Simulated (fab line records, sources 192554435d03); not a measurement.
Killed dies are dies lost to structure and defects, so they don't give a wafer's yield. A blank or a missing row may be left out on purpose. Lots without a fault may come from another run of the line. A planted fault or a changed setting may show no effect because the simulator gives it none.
Which tool did it? | flow n5_finfet | 11 lots, 33 wafers sampled, at 5 steps of a route of 1938

WHAT THE GAUGES READ, wafer by wafer
N5_BEOL_M5_THK_MEAS_01. Usual: M5_ILD_THK 121.0 nm, standard deviation 1.3.
lot  | measured     | on            | M5_ILD_THK (nm)   | flag
L466 | day 8 22:33  | film_metro-02 | 119.6 119.7 120.7 |
L471 | day 10 07:35 | film_metro-02 | 120.3 122.3 122.3 |
L474 | day 10 12:50 | film_metro-01 | 141.4 138.3 142.4 | OFF
L473 | day 10 17:58 | film_metro-02 | 141.5 140.6 139.9 | OFF
L475 | day 11 03:36 | film_metro-01 | 138.5 140.2 141.2 | OFF
L479 | day 11 19:32 | film_metro-01 | 119.1 120.7 121.8 |
L481 | day 12 14:40 | film_metro-01 | 120.1 121.5 121.8 |
L480 | day 12 20:14 | film_metro-01 | 121.5 122.5 121.2 |
L482 | day 12 21:50 | film_metro-01 | 118.7 122.2 122.6 |
L483 | day 13 14:22 | film_metro-02 | 118.8 120.9 120.7 |
L485 | day 14 04:17 | film_metro-01 | 120.4 119.0 121.1 |

N5_BEOL_M5_CD_MEAS_11: target cd 27.74 nm. Usual: cd_nm 27.96 nm, standard deviation 0.22.
lot  | measured     | on        | cd_nm (nm)        | flag
L466 | day 8 23:32  | cd_sem-02 | 27.76 27.93 27.84 |
L471 | day 10 09:21 | cd_sem-03 | 28.48 27.96 28.03 |
L474 | day 10 13:19 | cd_sem-03 | 27.80 27.97 27.85 |
L473 | day 10 19:19 | cd_sem-03 | 28.14 27.76 27.85 |
L475 | day 11 04:29 | cd_sem-03 | 27.80 27.67 27.66 |
L479 | day 11 20:10 | cd_sem-01 | 28.29 27.76 27.83 |
L481 | day 12 15:23 | cd_sem-03 | 27.65 28.09 27.69 |
L480 | day 12 21:10 | cd_sem-02 | 27.79 28.07 27.52 |
L482 | day 13 00:01 | cd_sem-02 | 27.71 28.10 28.13 |
L483 | day 13 17:36 | cd_sem-02 | 27.92 27.80 27.95 |
L485 | day 14 05:56 | cd_sem-02 | 28.32 28.07 28.03 |

WHICH TOOL RAN EACH LOT (tool, then ch and the chambers of the sampled wafers, then the start)
lot  | N5_BEOL_M4_SURFACE_TREAT_85  | N5_BEOL_M4_ANNEAL_49         | N5_BEOL_M5_CURE_79
L466 | pvd_sputter-01, day 8 17:05  | pvd_sputter-02, day 8 18:07  | uv_cure-01 ch 0, day 8 22:02
L471 | pvd_sputter-02, day 10 02:51 | pvd_sputter-01, day 10 03:16 | uv_cure-01 ch 1, day 10 07:14
L474 | pvd_sputter-01, day 10 07:58 | pvd_sputter-01, day 10 08:30 | uv_cure-01 ch 0, day 10 12:18
L473 | pvd_sputter-03, day 10 13:09 | pvd_sputter-01, day 10 13:37 | uv_cure-03 ch 0, day 10 17:36
L475 | pvd_sputter-01, day 10 22:57 | pvd_sputter-03, day 10 23:15 | uv_cure-03 ch 1, day 11 03:10
L479 | pvd_sputter-03, day 11 14:38 | pvd_sputter-01, day 11 14:59 | uv_cure-03 ch 2, day 11 19:02
L481 | pvd_sputter-02, day 12 09:20 | pvd_sputter-01, day 12 09:49 | uv_cure-03 ch 2, day 12 14:14
L480 | pvd_sputter-02, day 12 15:12 | pvd_sputter-02, day 12 15:33 | uv_cure-02 ch 2, day 12 19:58
L482 | pvd_sputter-01, day 12 16:23 | pvd_sputter-01, day 12 16:56 | uv_cure-02 ch 2, day 12 21:19
L483 | pvd_sputter-03, day 13 09:41 | pvd_sputter-03, day 13 10:03 | uv_cure-01 ch 0, day 13 13:56
L485 | pvd_sputter-03, day 13 21:53 | pvd_sputter-02, day 13 23:56 | uv_cure-03 ch 2, day 14 03:46
- N5_BEOL_M4_SURFACE_TREAT_85
- N5_BEOL_M4_ANNEAL_49: time 240 s.
- N5_BEOL_M5_CURE_79: cures SiCOH lowk, time 240 s.

WHAT THE TOOLS THEMSELVES READ (means of the sampled wafers that have a number; where no wafer has one, the mark that the record gives instead)
N5_BEOL_M4_ANNEAL_49. Usual: heater_power_w 814 W, standard deviation 82.
lot  | tool           | heater_power_w (W) | flag
L466 | pvd_sputter-02 | 846                |
L471 | pvd_sputter-01 | 798                |
L474 | pvd_sputter-01 | 839                |
L473 | pvd_sputter-01 | 809                |
L475 | pvd_sputter-03 | 761                |
L479 | pvd_sputter-01 | 842                |
L481 | pvd_sputter-01 | 848                |
L480 | pvd_sputter-02 | 845                |
L482 | pvd_sputter-01 | 830                |
L483 | pvd_sputter-03 | 943                |
L485 | pvd_sputter-02 | 841                |

N5_BEOL_M5_CURE_79. Usual: lamp_power_pct 52.31 %, standard deviation 0.054; run_length_s 286.0 s, standard deviation 1.2; wafer_temp_C_max 387.2, standard deviation 0.57.
lot  | tool       | lamp_power_pct (%) | run_length_s (s) | wafer_temp_C_max | flag
L466 | uv_cure-01 | 52.30              | 285.8            | 387.4            |
L471 | uv_cure-01 | 52.33              | 286.2            | 386.5            |
L474 | uv_cure-01 | -                  | -                | -                | OFF
L473 | uv_cure-03 | -                  | -                | -                | OFF
L475 | uv_cure-03 | -                  | -                | -                | OFF
L479 | uv_cure-03 | 52.28              | 285.5            | 387.9            |
L481 | uv_cure-03 | 52.28              | 285.6            | 387.7            |
L480 | uv_cure-02 | 52.28              | 284.8            | 386.8            |
L482 | uv_cure-02 | 52.39              | 284.9            | 386.6            |
L483 | uv_cure-01 | 52.34              | 286.1            | 387.4            |
L485 | uv_cure-03 | 52.31              | 285.6            | 388.2            |

THE ANSWER, worked out from the rows above alone
Rule: a lot is off if the mean of its wafers that have a number lies more than 3 standard deviations from the usual mean. A lot without any number at a reading at which 4 lots or more have one is off too. The other lots that the step has rows for count as sound. The gauges are gone through in route order, then the tools' own readings, and for those a lot's mean is taken as printed above. The first step at which some lot is off is used, and at that step the reading that is off furthest; a lot without a number counts as furthest.
Off: L474, L473, L475, at N5_BEOL_M5_THK_MEAS_01 (M5_ILD_THK).
A tool fits if, at a process step before that reading, it ran every lot that is off, and no sound lot after the first of them. The gauges at N5_BEOL_M5_THK_MEAS_01 aren't tried: what is off there is off at N5_BEOL_M5_CURE_79 too, on other tools, and a gauge's error can't cause that. None of those tried fits.

WHAT THE SIMULATOR HAD PUT IN
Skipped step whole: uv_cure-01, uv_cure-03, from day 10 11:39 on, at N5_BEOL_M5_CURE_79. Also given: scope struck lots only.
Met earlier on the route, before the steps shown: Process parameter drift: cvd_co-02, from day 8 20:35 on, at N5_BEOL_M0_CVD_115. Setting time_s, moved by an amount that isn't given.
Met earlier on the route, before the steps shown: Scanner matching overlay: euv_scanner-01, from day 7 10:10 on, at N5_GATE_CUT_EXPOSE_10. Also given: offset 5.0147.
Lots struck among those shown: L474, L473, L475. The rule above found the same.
